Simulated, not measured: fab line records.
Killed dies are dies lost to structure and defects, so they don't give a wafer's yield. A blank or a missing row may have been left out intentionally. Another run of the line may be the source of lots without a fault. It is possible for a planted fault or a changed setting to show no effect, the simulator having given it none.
Matching of chambers + flow n5Finfet + N5_FIN_SAQP_SPACER1_ALD_24 on aldSin-03: 4 sister chambers
The step deposits SiO2, target thk 20.3 nm, pulse time 1 s, purge time 2 s. 4 wafers are shown with their chamber, then 10 later ones without.

== WAFERS, EACH WITH ITS CHAMBER ==
| wafer  | chamber | heaterPowerOuterW (W) |
|--------|---------|-----------------------|
| L084.1 | 2       | 242                   |
| L084.5 | 1       | 288                   |
| L090.3 | 0       | 217                   |
| L090.4 | 3       | 267                   |

== WAFERS WITHOUT THEIR CHAMBER ==
| wafer  | heaterPowerOuterW (W) |
|--------|-----------------------|
| L090.5 | 260                   |
| L096.2 | 260                   |
| L096.3 | 270                   |
| L096.6 | 267                   |
| L097.1 | 222                   |
| L097.2 | 266                   |
| L097.3 | 293                   |
| L097.4 | 263                   |
| L097.5 | 275                   |
| L097.6 | 221                   |

== CHAMBER TAKEN BY EACH ==
| wafer  | from the rows above     | in truth                   |
|--------|-------------------------|----------------------------|
| L090.5 | 3                       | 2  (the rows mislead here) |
| L096.2 | 3                       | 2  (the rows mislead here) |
| L096.3 | 3                       | 3                          |
| L096.6 | 3                       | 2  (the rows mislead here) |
| L097.1 | 0                       | 0                          |
| L097.2 | 3                       | 3                          |
| L097.3 | 1                       | 1                          |
| L097.4 | 3                       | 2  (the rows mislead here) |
| L097.5 | can't be placed: 3 or 1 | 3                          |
| L097.6 | 0                       | 0                          |
Placed correctly: 5 of 10. Can't be placed from these rows: 1 (the true chamber is among the candidates in 1). 4 placed wrongly.
How it was worked out, from the rows above alone: a wafer's distance from a chamber is the root of the sum, over the readings, of the square of ((its reading less the chamber's mean) divided by the reading's scatter). If the next closest chamber is less than 2 further off than the closest, the wafer can't be placed; otherwise it belongs to the closest. Each chamber's mean is taken over the wafers shown for it. The scatter: root of mean squared gap, hidden wafer to nearest shown wafer, with one shown wafer a chamber.
